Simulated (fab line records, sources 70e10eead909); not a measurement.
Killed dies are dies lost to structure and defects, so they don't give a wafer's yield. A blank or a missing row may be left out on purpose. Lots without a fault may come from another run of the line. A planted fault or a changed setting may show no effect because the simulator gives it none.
Chamber matching | flow nand_harc | NHARC_A_M0_DEP_32 on pecvd-04: 3 sister chambers
The step deposits SiCN, target thk 30 nm. 3 wafers are shown with their chamber, then 7 later ones without.

WAFERS WITH THEIR CHAMBER
wafer  | chamber | heater_power_w (W)
L083.4 | 2       | 524
L083.6 | 0       | 512
L087.5 | 1       | 660

WAFERS WITHOUT THEIR CHAMBER
wafer  | heater_power_w (W)
L087.6 | 574
L092.1 | 493
L092.3 | 541
L092.6 | 517
L090.3 | 474
L090.4 | 483
L090.5 | 461

WHICH CHAMBER EACH WENT THROUGH
wafer  | from the rows above          | in truth
L087.6 | can't be placed: 2 or 0 or 1 | 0
L092.1 | can't be placed: 0 or 2      | 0
L092.3 | can't be placed: 2 or 0      | 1
L092.6 | can't be placed: 0 or 2      | 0
L090.3 | can't be placed: 0 or 2      | 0
L090.4 | can't be placed: 0 or 2      | 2
L090.5 | can't be placed: 0 or 2      | 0
Placed correctly: 0 of 7. Can't be placed from these rows: 7 (the true chamber is among the candidates in 6). Placed wrongly: 0.
How it was worked out, from the rows above alone: a wafer's distance from a chamber is the root of the sum, over the readings, of the square of ((its reading less the chamber's mean) divided by the reading's scatter). The wafer belongs to the nearest chamber; if the next one is less than 2 further off, it can't be placed. A chamber's mean is the mean of its shown wafers. The scatter: with one shown wafer a chamber, the root of the mean of the squares of how far each hidden wafer lies from its nearest shown one.
